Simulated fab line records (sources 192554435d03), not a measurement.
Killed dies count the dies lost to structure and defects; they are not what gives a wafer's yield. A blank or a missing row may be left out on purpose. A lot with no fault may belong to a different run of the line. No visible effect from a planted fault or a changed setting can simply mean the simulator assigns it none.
Comparing a struck lot with a sound one ; flow n5-finfet ; 41 out of 1938 route steps
Sound: wafers L151.2, L151.5. Struck: wafer L165.4 (left out: L165.2, L165.6 of the same lot, which were not struck); the cause appears at the end.
For every step that has rows: the tool of each side, followed by ch and its chambers, followed by its first start. Under that, the readings that differ: sound wafers ; struck wafers ; difference of the means ; sigmas: that difference in standard deviations of wafers without a fault.
alike: readings whose means differ by less than 2 such deviations, and words and numbers that are the same on both sides. not compared: withheld readings, readings that some wafer has no value for, bounds like >300 that may hide the same value, and numbers for which the record gives no deviation and whose values overlap.
The two part at a step that has a row with sigmas, a row that says differs or no value, or rows on one side only. Numbers that don't overlap but have no deviation are shown without sigmas and don't part them. A reading missing from all wafers of one side parts the sides only when that side holds two or more wafers.

first, 5 steps without rows for these wafers: N5_BEOL_M4_PRE_CLEAN_45 (time 30 s); N5_BEOL_M4_ALD_84 (deposits TaN, pulse time 2 s, purge time 3 s, co reactant purge time 2 s); N5_BEOL_M4_SURFACE_TREAT_85; N5_BEOL_M4_CVD_47 (deposits Co from CCTBA/H2, target thk 3 nm, time 223.8 s); N5_BEOL_M4_SPUTTER_48 (material Cu, target thk 4.5 nm, time 8.29 s).
N5_BEOL_M4_ANNEAL_49: time 240 s.
  sound on pvd-sputter-03, day 7 15:34; struck on pvd-sputter-03, day 11 23:07
reading;sound;struck;difference;sigmas
heater-power-w (W);913 774;1008;+164;+2
then, 4 steps without rows for these wafers: N5_BEOL_M4_SPUTTER_79 (material Cu, target thk 4.5 nm, time 8.29 s); N5_BEOL_M4_ANNEAL_80 (time 240 s); N5_BEOL_M4_SPUTTER_81 (material Cu, target thk 4.5 nm, time 8.29 s); N5_BEOL_M4_ANNEAL_82 (time 240 s).
N5_BEOL_M4_SPUTTER_86: material Cu, target thk 4.5 nm, time 8.29 s.
  sound on pvd-sputter-03, day 7 16:08; struck on pvd-sputter-03, day 11 23:42
  alike: throttle-valve-pct
then, 1 step without rows for these wafers: N5_BEOL_M4_ANNEAL_87 (time 240 s).
N5_BEOL_M4_SPUTTER_88: material Cu, target thk 4.5 nm, time 8.29 s.
  sound on pvd-sputter-03, day 7 16:22; struck on pvd-sputter-03, day 11 23:55
  alike: throttle-valve-pct
then, 6 steps without rows for these wafers: N5_BEOL_M4_ANNEAL_89 (time 240 s); N5_BEOL_M4_SPUTTER_90 (material Cu, target thk 4.5 nm, time 8.29 s); N5_BEOL_M4_ANNEAL_91 (time 240 s); N5_BEOL_M4_SPUTTER_92 (material Cu, target thk 4.5 nm, time 8.29 s); N5_BEOL_M4_ANNEAL_93 (time 240 s); N5_BEOL_M4_SPUTTER_94 (material Cu, target thk 4.5 nm, time 8.29 s).
N5_BEOL_M4_ANNEAL_95: time 240 s.
  sound on pvd-sputter-03, day 7 17:06; struck on pvd-sputter-03, day 12 00:40
  alike: heater-power-w
N5_BEOL_M4_SPUTTER_96: material Cu, target thk 4.5 nm, time 8.29 s.
  sound on pvd-sputter-03, day 7 17:14; struck on pvd-sputter-03, day 12 00:48
  alike: throttle-valve-pct
then, 3 steps without rows for these wafers: N5_BEOL_M4_ECD_50 (material Cu, target thk 300 nm); N5_BEOL_M4_ANNEAL_51 (time 90 s); N5_BEOL_M4_CMP_52 (polishes, stops on SiOC, t overpolish 6.8 s, target thk 40 nm).
N5_BEOL_M4_PRE_CLEAN_60: time 15 s.
  sound on cvd-co-02 ch 0,1, day 7 23:07; struck on cvd-co-01 ch 2, day 12 01:38
  alike: heater-power-w
then, 3 steps without rows for these wafers: N5_BEOL_M4_CO_CAP_55 (material Co, precursor CCTBA/H2, target thk 2 nm, time 102.1 s); N5_BEOL_M4_PRE_CLEAN_56 (time 15 s); N5_BEOL_M4_DEP_57 (deposits SiCN from 3MS/NH3, target thk 8 nm, time 14 s).
N5_BEOL_M4_RS_MEAS_58: uses a four-point probe to measure.
  sound on film-metro-01, day 7 23:20; struck on film-metro-01, day 12 01:52
  alike: M4_RS
N5_BEOL_M4_RC_MEAS_101:
  sound on prober-02 ch 0, day 7 23:32; struck on prober-02 ch 0, day 12 02:04
  alike: DIBL_N, DIBL_P, IOFF_N, IOFF_P, ION_N, ION_P, SS_N, SS_P, VT_N, VT_P
then, 2 steps without rows for these wafers: N5_BEOL_M5_ILD_DEP_00 (deposits SiCOH lowk from DEMS/porogen, target thk 140.64 nm, time 25.9 s); N5_BEOL_M5_CURE_79 (cures SiCOH lowk, time 240 s).
N5_BEOL_M5_THK_MEAS_01:
  sound on film-metro-01, day 8 00:55; struck on film-metro-01, day 12 03:27
  alike: M5_ILD_THK
then, 7 steps without rows for these wafers: N5_BEOL_M5_PECVD_70 (deposits SiO2 from TEOS/O2, target thk 16 nm, time 18 s); N5_BEOL_M5_HM_DEP_02 (deposits TiN, target thk 20 nm); N5_BEOL_M5_COAT_59 (time 60 s, resist thk 60 nm); N5_BEOL_M5_COAT_60 (time 60 s, resist thk 12 nm); N5_BEOL_M5_COAT_71 (time 60 s, resist thk 5 nm); N5_BEOL_M5_COAT_05 (resist thk 30 nm); N5_BEOL_M5_EBR_07.
-- a jump in the record: the struck wafers' starts before and after are 4 days apart (it breaks off in module BEOL_M5 and resumes in module PASSIVATION, where the first step shown is number 1936 of the route) --
N5_PASSIVATION_PROBE_49:
  rows exist in the record for the struck wafers here (prober-01, day 16 03:02), but not for the sound ones

## WHERE THEY PART
Earliest at N5_BEOL_M4_ANNEAL_49; latest, in this record, at N5_PASSIVATION_PROBE_49.

WHY: what had been put in by the simulator
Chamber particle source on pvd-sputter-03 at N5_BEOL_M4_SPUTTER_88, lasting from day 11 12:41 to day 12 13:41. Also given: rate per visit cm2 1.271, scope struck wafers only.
